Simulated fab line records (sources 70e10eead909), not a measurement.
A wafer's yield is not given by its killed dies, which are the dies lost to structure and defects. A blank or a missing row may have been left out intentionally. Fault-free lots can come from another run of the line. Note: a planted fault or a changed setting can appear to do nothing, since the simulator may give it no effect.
Struck lot and sound lot, side by side | flow nandHarc | 15 out of 1159 route steps
Sound: wafers L106.2, L106.3, L106.6. Struck: wafers L110.1, L110.3, L110.4. The cause is named last.
Each step with rows lists, per side, the tool, then ch with its chambers, then its first start. Under that, the readings that differ: sound wafers | struck wafers | difference of the means | sigmas: that difference in standard deviations of wafers without a fault.
alike: same words and numbers on both sides, and readings whose means sit less than 2 such deviations apart. not compared: any withheld reading, any reading some wafer has no value for, any bound like >300 that may hide the same value, and any number with overlapping values for which the record gives no deviation.
A row with sigmas, a row that says differs or no value, or rows on one side alone: a step with any of these is where the two part. When numbers do not overlap yet have no deviation, they are printed without sigmas and do not part them. A reading missing from all wafers of one side parts the sides only when that side holds two or more wafers.

first, 1 step without rows for these wafers: NHARC_A_ONON_D1_DEP_00 (target thk 1000 nm).
NHARC_A_ONON_D1_THK_MEAS_02: measures by ellipsometry.
  sound: filmMetro-02 at day 7 22:04; struck: filmMetro-02 at day 8 23:29
  alike: thkNm
then, 1 step without rows for these wafers: NHARC_A_ONON_D1_DEP_03 (target thk 1000 nm).
NHARC_A_ONON_D1_THK_MEAS_05: measures by ellipsometry.
  sound: filmMetro-02 at day 7 22:38; struck: filmMetro-02 at day 9 00:04
  alike: thkNm
then, 1 step without rows for these wafers: NHARC_A_ONON_D1_DEP_06 (target thk 1000 nm).
NHARC_A_ONON_D1_THK_MEAS_08: measures by ellipsometry.
  sound: filmMetro-01 at day 7 23:11; struck: filmMetro-02 at day 9 00:38
reading    | sound       | struck         | difference | sigmas
thkNm (nm) | 986 986 988 | 1017 1016 1016 | +30        | +3
then, 1 step without rows for these wafers: NHARC_A_ONON_D1_DEP_09 (target thk 1000 nm).
NHARC_A_ONON_D1_THK_MEAS_11: measures by ellipsometry.
  sound: filmMetro-01 at day 7 23:46; struck: filmMetro-01 at day 9 01:14
reading    | sound          | struck      | difference | sigmas
thkNm (nm) | 1011 1010 1010 | 988 988 990 | -22        | -2
then, 1 step without rows for these wafers: NHARC_A_ONON_D1_DEP_12 (target thk 1000 nm).
NHARC_A_ONON_D1_THK_MEAS_14: measures by ellipsometry.
  sound: filmMetro-02 at day 8 00:20; struck: filmMetro-02 at day 9 01:48
  alike: thkNm
then, 1 step without rows for these wafers: NHARC_A_ONON_D1_ANNEAL_15 (time 3600 s).
NHARC_A_ONON_D1_DEP_16: target thk 1000 nm.
  sound on pecvdOnon-02 ch 0, day 8 07:01; struck on pecvdOnon-02 ch 0, day 9 08:22
NHARC_A_ONON_D1_THK_MEAS_18: measures by ellipsometry.
  sound: filmMetro-02 at day 8 07:28; struck: filmMetro-01 at day 9 08:53
reading    | sound          | struck      | difference | sigmas
thkNm (nm) | 1002 1005 1003 | 705 705 705 | -298       | -38
then, 1 step without rows for these wafers: NHARC_A_ONON_D1_DEP_19 (target thk 1000 nm).
-- the record jumps here: 11 days lie between the struck wafers' starts before and after (it left off in module A_ONON_D1 and takes up again in module END, whose first step shown is number 1159 of the route) --
NHARC_END_SORT_01:
  the record has rows for the struck wafers here (prober-01 ch 0, day 20 02:19) and none for the sound ones

WHERE THEY PART
Earliest at NHARC_A_ONON_D1_THK_MEAS_08; latest, in this record, at NHARC_END_SORT_01.

WHY: what had been put in by the simulator
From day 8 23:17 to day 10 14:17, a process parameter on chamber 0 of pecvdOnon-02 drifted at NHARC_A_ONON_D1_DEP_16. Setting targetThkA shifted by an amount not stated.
